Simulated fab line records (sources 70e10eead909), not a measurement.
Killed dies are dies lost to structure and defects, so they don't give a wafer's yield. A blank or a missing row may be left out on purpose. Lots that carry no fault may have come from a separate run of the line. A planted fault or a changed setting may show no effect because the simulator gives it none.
A lot that was struck, set against a sound lot | flow nand harc | 15 out of 1159 route steps
Sound: wafers L202.3, L202.4, L202.6. Struck: wafer L195.4 (L195.5, L195.6, from the same lot, were not struck and are left out); the cause is given at the end.
For every step that has rows: the tool of each side, followed by ch and its chambers, followed by its first start. Under that, the readings that differ: sound wafers | struck wafers | difference of the means | sigmas: that difference in standard deviations of wafers without a fault.
alike: words and numbers the same on both sides, and readings whose means are apart by under 2 such deviations; not compared: readings that were withheld, readings missing a value for some wafer, numbers with overlapping values and no deviation given by the record, and bounds like >300 which may hide the same value.
A row with sigmas, a row that says differs or no value, or rows on one side alone: a step with any of these is where the two part. Non-overlapping numbers with no deviation appear without sigmas and do not part them. Lack of a reading on every wafer of one side parts them only where that side has two or more wafers.

first, 4 steps without rows for these wafers: NHARC_P_M1_EBR_05; NHARC_P_M1_EXPOSE_06 (exposes mask P M1, target cd 130 nm); NHARC_P_M1_PEB_07 (peb time 65 s); NHARC_P_M1_DEVELOP_08 (develop time 35 s).
NHARC_P_M1_CD_MEAS_09 targets a cd of 130 nm.
  sound on cd sem-03 ch 0, day 10 03:19; struck on cd sem-02 ch 0, day 8 00:12
  alike: cd nm
NHARC_P_M1_OVL_MEAS_10: pitch 260 nm.
  sound on overlay-01, day 10 03:24; struck on overlay-01, day 8 00:17
  reading           | sound       | struck | difference | sigmas
  overlay x nm (nm) | 1.0 1.4 1.6 | -0.9   | -2.2       | -3
  alike: overlay y nm
NHARC_P_M1_INSPECT_11:
  sound on defect inspect-02, day 10 03:26; struck on defect inspect-02, day 8 00:19
  alike: raw defect count
NHARC_P_M1_DESCUM_14: chemistry O2, time 3 s.
  sound on rie diel-10 ch 2,3, day 10 03:31; struck on rie diel-07 ch 3, day 8 00:25
  reading                         | sound                | struck | difference | sigmas
  oes product au (a.u.)           | 1.012 1.005 1.017    | 0.987  | -0.024     | -3
  rf vpp V (V)                    | 58.5 59.0 58.1       | 56.3   | -2.2       | -2
  showerhead plenum p Torr (Torr) | 2.04 1.94 2.04       | 1.79   | -0.22      | -2
  throttle valve pct (%)          | 11.293 11.294 11.290 | 11.329 | +0.037     | +4
  alike: drypump motor current A
  not compared: rf hours counter h
NHARC_P_M1_ETCH_35: etches the open film in N2/H2, target depth 40 nm, overetch 12 nm, time 43.94 s.
  sound on rie diel-10 ch 0,1,3, day 10 03:35; struck on rie diel-07 ch 3, day 8 00:31
  alike: drypump motor current A, oes product au, rf vpp V, run length s, showerhead plenum p Torr, throttle valve pct
  not compared: rf hours counter h
NHARC_P_M1_ETCH_15: etches the open film in C4F8/Ar, target depth 182.5 nm, time 91.2 s.
  sound: rie diel-10 ch 1,3; struck: rie diel-07 ch 3
  alike: oes product au, rf vpp V, run length s
  not compared: rf hours counter h
NHARC_P_M1_CD_MEAS_16:
  sound on cd sem-03, day 10 03:49; struck on cd sem-01, day 8 00:44
  alike: cd nm
NHARC_P_M1_STRIP_18: strips in N2/H2.
  sound on rie diel-07 ch 0,1,2, day 10 03:52; struck on rie diel-10 ch 3, day 8 00:52
  reading               | sound             | struck | difference | sigmas
  oes product au (a.u.) | 1.002 1.006 1.008 | 1.036  | +0.031     | +3
  alike: drypump motor current A, rf vpp V, showerhead plenum p Torr, throttle valve pct
  not compared: rf hours counter h
NHARC_P_M1_ETCH_28: etches the open film in CF4/N2, target depth 30 nm, time 72.99 s.
  sound on rie diel-07 ch 1,2,3, day 10 04:07; struck on rie diel-10 ch 0, day 8 01:04
  reading                | sound                | struck | difference | sigmas
  run length s (s)       | 94.5 94.6 94.8       | 77.4   | -17.2      | -54
  throttle valve pct (%) | 19.818 19.791 19.812 | 19.788 | -0.019     | -2
  alike: drypump motor current A, oes product au, rf vpp V, showerhead plenum p Torr
  not compared: rf hours counter h
then, 2 steps without rows for these wafers: NHARC_P_M1_STRIP_19 (strips in post etch residue remover, time 600 s); NHARC_END_SORT_01.

## WHERE THEY PART
At NHARC_P_M1_OVL_MEAS_10 first; at NHARC_P_M1_ETCH_28 last (within this record only).

WHY: the cause the simulator had injected
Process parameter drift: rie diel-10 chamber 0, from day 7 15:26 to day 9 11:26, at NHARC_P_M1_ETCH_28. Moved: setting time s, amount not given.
